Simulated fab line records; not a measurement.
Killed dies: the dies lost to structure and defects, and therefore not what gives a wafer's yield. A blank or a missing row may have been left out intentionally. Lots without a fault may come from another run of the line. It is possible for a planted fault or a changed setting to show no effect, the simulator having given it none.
Which tool is to blame?    flow n5Finfet    60 wafers from 20 lots sampled at 6 of the route's 1938 steps

## WHAT THE GAUGES READ, wafer by wafer
The record lacks any reading of a measuring or inspecting step that a usual standard deviation could be used to judge.

## WHICH TOOL RAN EACH LOT (tool, then ch and the chambers of the sampled wafers, then the start)
lot   N5_GATE_CUT_ETCH_58               N5_GATE_CUT_CMP_02             N5_GATE_CUT_ETCH_28                N5_GATE_CUT_ETCH_37                N5_GATE_CUT_STRIP_41               N5_GATE_CUT_CUT_ETCH_55
L075  rieDiel-05 ch 1,2,3, day 4 15:17  cmp-04 ch 0,2,3, day 4 18:01   rieDiel-02 ch 1,2, day 4 18:59     rieDiel-02 ch 1,2, day 4 19:02     rieDiel-02 ch 1,2, day 4 19:11     rieMetal-02 ch 0, day 4 19:28
L076  rieDiel-05 ch 1,2,3, day 4 22:58  cmp-04 ch 0,1, day 5 01:37     rieDiel-02 ch 1,2,3, day 5 02:34   rieDiel-02 ch 1,2,3, day 5 02:37   rieDiel-02 ch 1,2,3, day 5 02:45   rieMetal-03 ch 0,1, day 5 03:02
L077  rieDiel-05 ch 0,1,2, day 5 03:25  cmp-03 ch 0,2,3, day 5 06:48   rieDiel-05 ch 0,1,2, day 5 07:35   rieDiel-05 ch 0,1,2, day 5 07:38   rieDiel-05 ch 0,1,2, day 5 07:46   rieMetal-01 ch 0,1, day 5 08:04
L078  rieDiel-05 ch 0,1,3, day 5 06:14  cmp-04 ch 2,3, day 5 08:50     rieDiel-02 ch 1,3, day 5 09:40     rieDiel-02 ch 1,3, day 5 09:43     rieDiel-02 ch 1,3, day 5 09:52     rieMetal-02 ch 0,1, day 5 10:09
L079  rieDiel-02 ch 0,1, day 5 15:57    cmp-04 ch 2,3, day 5 18:36     rieDiel-02 ch 1,2, day 5 19:31     rieDiel-02 ch 1,2, day 5 19:34     rieDiel-02 ch 1,2, day 5 19:43     rieMetal-03 ch 0,1, day 5 20:00
L080  rieDiel-02 ch 0,2,3, day 6 00:46  cmp-03 ch 1,2, day 6 03:22     rieDiel-06 ch 0,2,3, day 6 04:11   rieDiel-06 ch 0,2,3, day 6 04:14   rieDiel-06 ch 0,2,3, day 6 04:23   rieMetal-01 ch 0,1, day 6 04:40
L081  rieDiel-02 ch 1,3, day 6 01:17    cmp-04 ch 0,2,3, day 6 03:55   rieDiel-02 ch 0,2, day 6 04:41     rieDiel-02 ch 0,2, day 6 04:44     rieDiel-02 ch 0,2, day 6 04:53     rieMetal-03 ch 0,1, day 6 05:10
L082  rieDiel-05 ch 2,3, day 6 08:46    cmp-03 ch 0,1, day 6 11:25     rieDiel-05 ch 2,3, day 6 12:20     rieDiel-05 ch 2,3, day 6 12:22     rieDiel-05 ch 2,3, day 6 12:31     rieMetal-02 ch 0,1, day 6 12:48
L083  rieDiel-06 ch 0,1,3, day 6 16:07  cmp-01 ch 2,3, day 6 18:41     rieDiel-06 ch 0,1,3, day 6 19:41   rieDiel-06 ch 0,1,3, day 6 19:44   rieDiel-06 ch 0,1,3, day 6 19:52   rieMetal-01 ch 0,1, day 6 20:10
L086  rieDiel-05 ch 2,3, day 7 09:34    cmp-01 ch 0,1,3, day 7 12:08   rieDiel-02 ch 1,2,3, day 7 13:05   rieDiel-02 ch 1,2,3, day 7 13:08   rieDiel-02 ch 1,2,3, day 7 13:17   rieMetal-01 ch 0,1, day 7 13:34
L085  rieDiel-05 ch 1,2, day 7 10:57    cmp-04 ch 1,3, day 7 13:46     rieDiel-02 ch 0,2, day 7 14:33     rieDiel-02 ch 0,2, day 7 14:35     rieDiel-02 ch 0,2, day 7 14:44     rieMetal-01 ch 0,1, day 7 15:02
L089  rieDiel-02 ch 0,2, day 8 04:08    cmp-03 ch 0,1,2, day 8 06:46   rieDiel-06 ch 1,2, day 8 07:37     rieDiel-06 ch 1,2, day 8 07:40     rieDiel-06 ch 1,2, day 8 07:49     rieMetal-02 ch 0,1, day 8 08:07
L088  rieDiel-02 ch 1,3, day 8 04:52    cmp-04 ch 0,1,2, day 8 07:31   rieDiel-05 ch 1,2,3, day 8 08:29   rieDiel-05 ch 1,2,3, day 8 08:32   rieDiel-05 ch 1,2,3, day 8 08:40   rieMetal-01 ch 0,1, day 8 08:58
L090  rieDiel-05 ch 0,1, day 8 09:32    cmp-04 ch 0,1,2, day 8 12:14   rieDiel-06 ch 1,2,3, day 8 13:43   rieDiel-06 ch 1,2,3, day 8 13:46   rieDiel-06 ch 1,2,3, day 8 13:55   rieMetal-01 ch 0,1, day 8 14:12
L092  rieDiel-02 ch 0,2, day 8 20:01    cmp-01 ch 2,3, day 9 00:08     rieDiel-06 ch 0,1, day 9 01:05     rieDiel-06 ch 0,1, day 9 01:08     rieDiel-06 ch 0,1, day 9 01:17     rieMetal-01 ch 0,1, day 9 01:34
L093  rieDiel-05 ch 0,1,3, day 9 05:49  cmp-01 ch 1,2,3, day 9 08:31   rieDiel-05 ch 0,1,3, day 9 09:28   rieDiel-05 ch 0,1,3, day 9 09:30   rieDiel-05 ch 0,1,3, day 9 09:39   rieMetal-03 ch 0,1, day 9 09:57
L094  rieDiel-05 ch 0,2,3, day 9 08:46  cmp-01 ch 0,1,2, day 9 11:32   rieDiel-02 ch 1,2, day 9 12:19     rieDiel-02 ch 1,2, day 9 12:22     rieDiel-02 ch 1,2, day 9 12:30     rieMetal-03 ch 0, day 9 12:47
L095  rieDiel-02 ch 0,2, day 9 16:21    cmp-01 ch 1,2, day 9 18:56     rieDiel-05 ch 0,2,3, day 9 19:51   rieDiel-05 ch 0,2,3, day 9 19:54   rieDiel-05 ch 0,2,3, day 9 20:03   rieMetal-01 ch 0, day 9 20:27
L096  rieDiel-02 ch 0,2,3, day 9 22:34  cmp-03 ch 0,1,3, day 10 01:11  rieDiel-06 ch 0,2, day 10 02:38    rieDiel-06 ch 0,2, day 10 02:40    rieDiel-06 ch 0,2, day 10 02:49    rieMetal-03 ch 0,1, day 10 03:07
L097  rieDiel-06 ch 1,3, day 10 21:49   cmp-03 ch 1,3, day 11 00:37    rieDiel-02 ch 0,2,3, day 11 01:25  rieDiel-02 ch 0,2,3, day 11 01:27  rieDiel-02 ch 0,2,3, day 11 01:36  rieMetal-01 ch 0,1, day 11 01:53
- N5_GATE_CUT_ETCH_58: etches SiNx in CH3F/O2, target depth 17 nm, time 128.6 s.
- N5_GATE_CUT_CMP_02: polishes, stops on SiO2, t overpolish 12.7 s, target thk 0 nm.
- N5_GATE_CUT_ETCH_28: etches underlayer in N2/H2, target depth 13 nm, time 10.4 s.
- N5_GATE_CUT_ETCH_37: etches SOC in N2/H2, target depth 60 nm, overetch 12 nm, time 90 s.
- N5_GATE_CUT_STRIP_41: strips in CF4.
- N5_GATE_CUT_CUT_ETCH_55: etches HfO2 in BCl3, target depth 3.2 nm.

## AS READ BY THE TOOLS THEMSELVES (means over the sampled wafers that have a number; for cases with no such wafer, the mark the record gives instead)
N5_GATE_CUT_ETCH_58. Usual: drypumpMotorCurrentA 5.7 A, standard deviation 0.48; oesProductAu 0.82 a.u., standard deviation 0.069; rfVppV 99.3 V, standard deviation 0.89; showerheadPlenumPTorr 2.03 Torr, standard deviation 0.063; throttleValvePct 16.11 %, standard deviation 0.13.
lot   tool        drypumpMotorCurrentA (A)  oesProductAu (a.u.)  rfVppV (V)  showerheadPlenumPTorr (Torr)  throttleValvePct (%)  flag
L075  rieDiel-05  5.7                       0.85                 99.2        2.02                          16.01                 
L076  rieDiel-05  5.7                       0.84                 99.3        2.02                          16.00                 
L077  rieDiel-05  5.4                       0.84                 99.4        2.02                          16.06                 
L078  rieDiel-05  5.6                       0.77                 99.9        2.06                          16.05                 
L079  rieDiel-02  6.2                       0.89                 99.6        2.10                          16.09                 
L080  rieDiel-02  5.5                       0.85                 99.0        2.00                          16.06                 
L081  rieDiel-02  5.2                       0.87                 99.1        2.01                          16.01                 
L082  rieDiel-05  5.5                       0.89                 98.6        2.00                          16.03                 
L083  rieDiel-06  5.7                       0.79                 99.2        1.95                          16.26                 
L086  rieDiel-05  5.6                       0.82                 99.1        2.05                          16.01                 
L085  rieDiel-05  5.8                       0.81                 98.6        1.99                          16.06                 
L089  rieDiel-02  6.0                       0.83                 99.9        2.04                          16.21                 
L088  rieDiel-02  5.8                       0.88                 100.0       2.07                          16.10                 
L090  rieDiel-05  5.3                       0.76                 99.3        2.05                          16.13                 
L092  rieDiel-02  5.9                       0.82                 98.6        2.03                          16.10                 
L093  rieDiel-05  5.6                       0.75                 100.2       2.05                          16.09                 
L094  rieDiel-05  5.4                       0.80                 99.7        2.04                          16.10                 
L095  rieDiel-02  6.0                       0.81                 99.3        2.03                          16.23                 
L096  rieDiel-02  5.5                       0.82                 99.4        2.00                          16.11                 
L097  rieDiel-06  5.6                       0.79                 98.5        1.93                          16.40                 

N5_GATE_CUT_CMP_02. Usual: motorCurrentA 8.7 A, standard deviation 0.91; overpolishRunS 12.700 s, standard deviation 0.0089; padLifeWafers 916, standard deviation 600; timeToEndpointS 25.7 s, standard deviation 2.1.
lot   tool    motorCurrentA (A)  overpolishRunS (s)  padLifeWafers  timeToEndpointS (s)  flag
L075  cmp-04  7.8                12.703              380            25.0                 
L076  cmp-04  8.2                12.694              408            25.0                 
L077  cmp-03  9.1                12.702              1112           26.9                 
L078  cmp-04  8.6                12.688              456            28.7                 
L079  cmp-04  9.1                12.700              529            27.0                 
L080  cmp-03  8.9                12.693              1254           25.1                 
L081  cmp-04  7.9                12.702              590            26.3                 
L082  cmp-03  8.9                12.702              1309           24.6                 
L083  cmp-01  8.1                12.691              2040           28.2                 
L086  cmp-01  8.7                12.697              50             25.1                 
L085  cmp-04  9.5                12.698              818            27.1                 
L089  cmp-03  8.9                12.708              1628           24.8                 
L088  cmp-04  8.6                12.700              956            26.9                 
L090  cmp-04  8.2                12.696              1010           25.6                 
L092  cmp-01  8.2                12.707              354            28.3                 
L093  cmp-01  8.5                12.700              427            25.0                 
L094  cmp-01  8.4                12.703              446            27.2                 
L095  cmp-01  8.0                12.699              494            24.8                 
L096  cmp-03  9.2                12.703              1976           24.0                 
L097  cmp-03  10.0               12.701              2132           22.6                 

N5_GATE_CUT_ETCH_28. Usual: drypumpMotorCurrentA 5.8 A, standard deviation 0.56; etchRfOnTimeS 10.35 s, standard deviation 0.17; oesProductAu 0.70 a.u., standard deviation 0.06; rfVppV 524.3 V, standard deviation 2.5; showerheadPlenumPTorr 2.56 Torr, standard deviation 0.085; throttleValvePct 17.70 %, standard deviation 0.19.
lot   tool        drypumpMotorCurrentA (A)  etchRfOnTimeS (s)  oesProductAu (a.u.)  rfVppV (V)  showerheadPlenumPTorr (Torr)  throttleValvePct (%)  flag
L075  rieDiel-02  6.3                       10.25              0.79                 527.7       2.67                          17.76                 
L076  rieDiel-02  5.7                       10.28              0.75                 525.6       2.59                          17.68                 
L077  rieDiel-05  5.4                       10.45              0.71                 525.0       2.57                          17.56                 
L078  rieDiel-02  5.8                       10.18              0.77                 526.9       2.63                          17.66                 
L079  rieDiel-02  6.3                       10.07              0.77                 527.5       2.67                          17.76                 
L080  rieDiel-06  6.2                       10.39              0.64                 523.5       2.50                          17.91                 
L081  rieDiel-02  6.0                       10.13              0.73                 525.0       2.58                          17.66                 
L082  rieDiel-05  5.5                       10.49              0.75                 523.7       2.55                          17.60                 
L083  rieDiel-06  5.7                       10.48              0.67                 522.9       2.49                          17.83                 
L086  rieDiel-02  5.7                       10.16              0.74                 524.9       2.59                          17.71                 
L085  rieDiel-02  5.9                       10.43              0.70                 524.3       2.57                          17.52                 
L089  rieDiel-06  6.1                       10.37              0.63                 522.8       2.49                          17.94                 
L088  rieDiel-05  5.7                       10.47              0.69                 524.6       2.56                          17.54                 
L090  rieDiel-06  5.9                       10.42              0.65                 519.9       2.47                          17.91                 
L092  rieDiel-06  5.5                       10.37              0.66                 522.1       2.48                          17.78                 
L093  rieDiel-05  5.6                       10.64              0.63                 525.7       2.61                          17.58                 
L094  rieDiel-02  6.2                       10.26              0.71                 526.1       2.62                          17.84                 
L095  rieDiel-05  5.4                       10.56              0.68                 525.3       2.60                          17.64                 
L096  rieDiel-06  6.5                       10.40              0.59                 522.7       2.51                          17.99                 
L097  rieDiel-02  5.6                       10.28              0.69                 523.2       2.53                          17.62                 

N5_GATE_CUT_ETCH_37. Usual: drypumpMotorCurrentA 5.8 A, standard deviation 0.56; oesProductAu 0.73 a.u., standard deviation 0.061; rfVppV 524.4 V, standard deviation 2.5; showerheadPlenumPTorr 2.56 Torr, standard deviation 0.085; throttleValvePct 17.67 %, standard deviation 0.19.
lot   tool        drypumpMotorCurrentA (A)  oesProductAu (a.u.)  rfVppV (V)  showerheadPlenumPTorr (Torr)  throttleValvePct (%)  flag
L075  rieDiel-02  6.3                       0.82                 527.1       2.67                          17.73                 
L076  rieDiel-02  5.7                       0.78                 525.5       2.59                          17.65                 
L077  rieDiel-05  5.5                       0.75                 524.0       2.57                          17.54                 
L078  rieDiel-02  5.8                       0.80                 526.6       2.63                          17.64                 
L079  rieDiel-02  6.3                       0.80                 528.0       2.67                          17.73                 
L080  rieDiel-06  6.2                       0.67                 522.5       2.50                          17.89                 
L081  rieDiel-02  6.0                       0.75                 525.3       2.58                          17.62                 
L082  rieDiel-05  5.5                       0.79                 523.8       2.55                          17.57                 
L083  rieDiel-06  5.7                       0.70                 521.3       2.49                          17.80                 
L086  rieDiel-02  5.7                       0.76                 525.4       2.59                          17.67                 
L085  rieDiel-02  5.9                       0.73                 524.3       2.57                          17.49                 
L089  rieDiel-06  6.2                       0.66                 522.9       2.49                          17.92                 
L088  rieDiel-05  5.7                       0.73                 524.4       2.56                          17.52                 
L090  rieDiel-06  5.8                       0.69                 521.6       2.47                          17.90                 
L092  rieDiel-06  5.6                       0.69                 522.3       2.48                          17.75                 
L093  rieDiel-05  5.6                       0.67                 526.7       2.61                          17.53                 
L094  rieDiel-02  6.2                       0.74                 525.8       2.62                          17.80                 
L095  rieDiel-05  5.4                       0.71                 525.5       2.60                          17.62                 
L096  rieDiel-06  6.5                       0.62                 522.3       2.51                          17.96                 
L097  rieDiel-02  5.5                       0.71                 522.5       2.53                          17.60                 

N5_GATE_CUT_STRIP_41. Usual: biasPowerW 74.94 W, standard deviation 0.2; drypumpMotorCurrentA 5.8 A, standard deviation 0.56; oesProductAu 0.188 a.u., standard deviation 0.016; rfVppV 271.5 V, standard deviation 1.4; showerheadPlenumPTorr 1.80 Torr, standard deviation 0.055; throttleValvePct 13.43 %, standard deviation 0.17.
lot   tool        biasPowerW (W)  drypumpMotorCurrentA (A)  oesProductAu (a.u.)  rfVppV (V)  showerheadPlenumPTorr (Torr)  throttleValvePct (%)  flag
L075  rieDiel-02  74.93           6.3                       0.212                272.0       1.88                          13.35                 
L076  rieDiel-02  75.05           5.7                       0.205                272.4       1.83                          13.35                 
L077  rieDiel-05  74.76           5.4                       0.191                271.3       1.81                          13.36                 
L078  rieDiel-02  74.82           5.8                       0.207                271.5       1.85                          13.29                 
L079  rieDiel-02  74.79           6.3                       0.205                273.5       1.87                          13.36                 
L080  rieDiel-06  75.14           6.2                       0.175                270.9       1.76                          13.64                 
L081  rieDiel-02  74.97           6.0                       0.193                272.0       1.82                          13.38                 
L082  rieDiel-05  74.79           5.5                       0.204                270.5       1.80                          13.29                 
L083  rieDiel-06  74.78           5.7                       0.178                270.5       1.75                          13.52                 
L086  rieDiel-02  74.94           5.7                       0.194                271.3       1.82                          13.36                 
L085  rieDiel-02  74.96           5.9                       0.187                271.5       1.81                          13.30                 
L089  rieDiel-06  74.73           6.2                       0.174                270.4       1.76                          13.74                 
L088  rieDiel-05  74.88           5.7                       0.189                271.1       1.81                          13.34                 
L090  rieDiel-06  75.05           5.9                       0.175                270.5       1.75                          13.66                 
L092  rieDiel-06  74.95           5.5                       0.175                270.4       1.75                          13.50                 
L093  rieDiel-05  74.83           5.6                       0.174                272.1       1.84                          13.42                 
L094  rieDiel-02  74.97           6.2                       0.187                271.9       1.84                          13.50                 
L095  rieDiel-05  74.73           5.3                       0.184                271.3       1.83                          13.41                 
L096  rieDiel-06  75.21           6.5                       0.157                271.0       1.77                          13.77                 
L097  rieDiel-02  74.94           5.5                       0.187                271.2       1.79                          13.37                 

N5_GATE_CUT_CUT_ETCH_55. Usual: drypumpMotorCurrentA 5.7 A, standard deviation 0.39; oesProductAu 0.78 a.u., standard deviation 0.13; throttleValvePct 33.03 %, standard deviation 0.21.
lot   tool         drypumpMotorCurrentA (A)  oesProductAu (a.u.)  throttleValvePct (%)  flag
L075  rieMetal-02  6.0                       0.93                 32.87                 
L076  rieMetal-03  5.5                       0.80                 33.23                 
L077  rieMetal-01  6.0                       0.61                 33.13                 
L078  rieMetal-02  5.7                       0.77                 33.01                 
L079  rieMetal-03  5.2                       0.80                 33.32                 
L080  rieMetal-01  5.9                       0.74                 32.94                 
L081  rieMetal-03  5.5                       0.80                 33.23                 
L082  rieMetal-02  5.8                       0.84                 32.95                 
L083  rieMetal-01  6.0                       0.73                 32.94                 
L086  rieMetal-01  6.0                       0.72                 32.95                 
L085  rieMetal-01  5.9                       0.72                 32.95                 
L089  rieMetal-02  5.7                       0.76                 33.02                 
L088  rieMetal-01  5.8                       0.82                 32.86                 
L090  rieMetal-01  6.0                       0.71                 32.95                 
L092  rieMetal-01  5.8                       0.81                 32.88                 
L093  rieMetal-03  5.5                       0.79                 33.24                 
L094  rieMetal-03  4.9                       0.79                 33.41                 
L095  rieMetal-01  5.6                       0.89                 32.81                 
L096  rieMetal-03  5.5                       0.79                 33.25                 
L097  rieMetal-01  5.8                       0.91                 32.75                 

## THE ANSWER, worked out from the rows above alone
Rule: a lot is off if the mean of its wafers that have a number lies more than 3 standard deviations from the usual mean. Also off: a lot with no number at a reading for which 4 or more lots have one. All remaining lots with rows at the step are treated as sound. The gauges are gone through in route order, then the tools' own readings, and for those a lot's mean is taken as printed above. At the first step where some lot is off, the reading lying furthest off is the one used; lots without a number count as furthest.
No lot is off at any reading shown: from this, nothing can be told.

## WHAT THE SIMULATOR HAD PUT IN
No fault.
